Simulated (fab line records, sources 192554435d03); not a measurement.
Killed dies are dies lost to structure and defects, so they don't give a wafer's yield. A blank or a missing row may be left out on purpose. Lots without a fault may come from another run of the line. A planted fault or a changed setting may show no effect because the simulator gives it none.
Problem report in the 8D (eight disciplines) form, filled by code | flow n5_finfet | the parts of the form that need people (team, actions taken, sign-off) are left out

1. THE PROBLEM
raw_defect_count at N5_STI_FIN_REVEAL_INSPECT_13 reads a mean of 1203 on 2 wafers of 2 lots; wafers without a fault read 12 with a standard deviation of 5. That is +99 or more standard deviations from the usual mean.
The step: inspects for defects (darkfield).
First seen on wafer L765.1, day 6 07:21, on defect_inspect-02. The record holds 27 wafers of 9 lots with a number at this step. Rule for "out", or "out of limits": more than 4 standard deviations from the usual mean. The other wafers with a number count as sound.

2. WHAT IT IS AND WHAT IT IS NOT
question                    | is                                   | is not
which readings at this step | raw_defect_count                     | -
which lots                  | L765, L766                           | L752, L755, L756, L758, L759, L772, L773
which wafers of those lots  | L765.1, L766.6                       | L765.3, L765.4, L766.1, L766.4
read on which gauges        | defect_inspect-01, defect_inspect-02 | -
when                        | from day 6 07:21                     | up to then (17 sound wafers); but 8 sound wafers of L766, L772, L773 came after

3. SUSPECTS, AND WHAT RULES EACH OUT
Counting: a tool at a process step up to the reading stays a suspect if it ran every lot that is out. Sound lots after the first of them don't rule it out here, since some wafers of a struck lot are sound.
- the gauge at N5_STI_FIN_REVEAL_INSPECT_13: ruled out. The wafers that are out were read on 2 gauges (defect_inspect-01, defect_inspect-02).
- rie_diel-04 at N5_STI_FIN_REVEAL_ETCHBACK_08 (etches SiO2 in C4F6/O2, target depth 30.5 nm, time 10.167 s): kept. It ran every lot that is out, first L765 (day 6 04:04); its last sound lot up to then is L758 (day 4 09:40).
- Within rie_diel-04 at N5_STI_FIN_REVEAL_ETCHBACK_08: the wafers that are out ran in chamber 0; their sound lot-mates ran in chambers 1, 2, 3.
Left after counting: rie_diel-04 at N5_STI_FIN_REVEAL_ETCHBACK_08.

4. THE CAUSE (what the simulator had put in)
Chamber particle source: rie_diel-04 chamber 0, from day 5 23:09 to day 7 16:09, at N5_STI_FIN_REVEAL_ETCHBACK_08. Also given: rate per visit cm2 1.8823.
Counting left only this tool.

5. THE CHAIN OF EFFECTS, in route order
Each row: a reading whose mean over the struck wafers that have a number lies more than 3 standard deviations from the usual. Only readings for which the record gives a usual standard deviation are gone through. hours: the time from each lot's start at the first step in this table that gives one to its start at this step, as a median over the lots. sigmas: the change in usual standard deviations.
hours | step                         | reading              | usual  | on struck wafers | change | sigmas
0     | N5_STI_FIN_REVEAL_INSPECT_13 | raw_defect_count     | 12     | 1203             | +1191  | +99 or more
237   | N5_PASSIVATION_PROBE_49      | defect_limited_yield | 91.6 % | 79.8             | -11.8  | -9.8
237   | N5_PASSIVATION_PROBE_49      | killed_at_front_end  | 37     | 178              | +140   | +15
237   | N5_PASSIVATION_PROBE_49      | killed_dies          | 99     | 238              | +140   | +9.3
237   | N5_PASSIVATION_PROBE_49      | sort_bin_5_function  | 4.9 %  | 12.5             | +7.6   | +9.9
237   | N5_PASSIVATION_PROBE_49      | sort_n_pass          | 1081   | 942              | -140   | -9.3
237   | N5_PASSIVATION_PROBE_49      | sort_yield_pct       | 91.6 % | 79.8             | -11.8  | -9.8
The process steps in it:
- N5_PASSIVATION_PROBE_49
Later measuring or inspecting steps at which every struck wafer that the step has a row for has a number for every such reading, and none has moved that far: N5_DUMMY_GATE_THK_MEAS_05, N5_BEOL_M4_RC_MEAS_101.

6. WHAT WOULD HAVE CAUGHT IT SOONER
In this record the first reading out of limits at a measuring or inspecting step was taken at day 6 07:21, 8 hours after the fault began at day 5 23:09.
Of the tool readings at N5_STI_FIN_REVEAL_ETCHBACK_08 for which the record gives a usual standard deviation, none was out on any struck wafer, so an alarm limit of 4 standard deviations on them would not have fired.
Of the lots that are out (2), L766 began N5_STI_FIN_REVEAL_ETCHBACK_08 on rie_diel-04 after day 6 07:21. A hold on the tool at that time would have spared it.
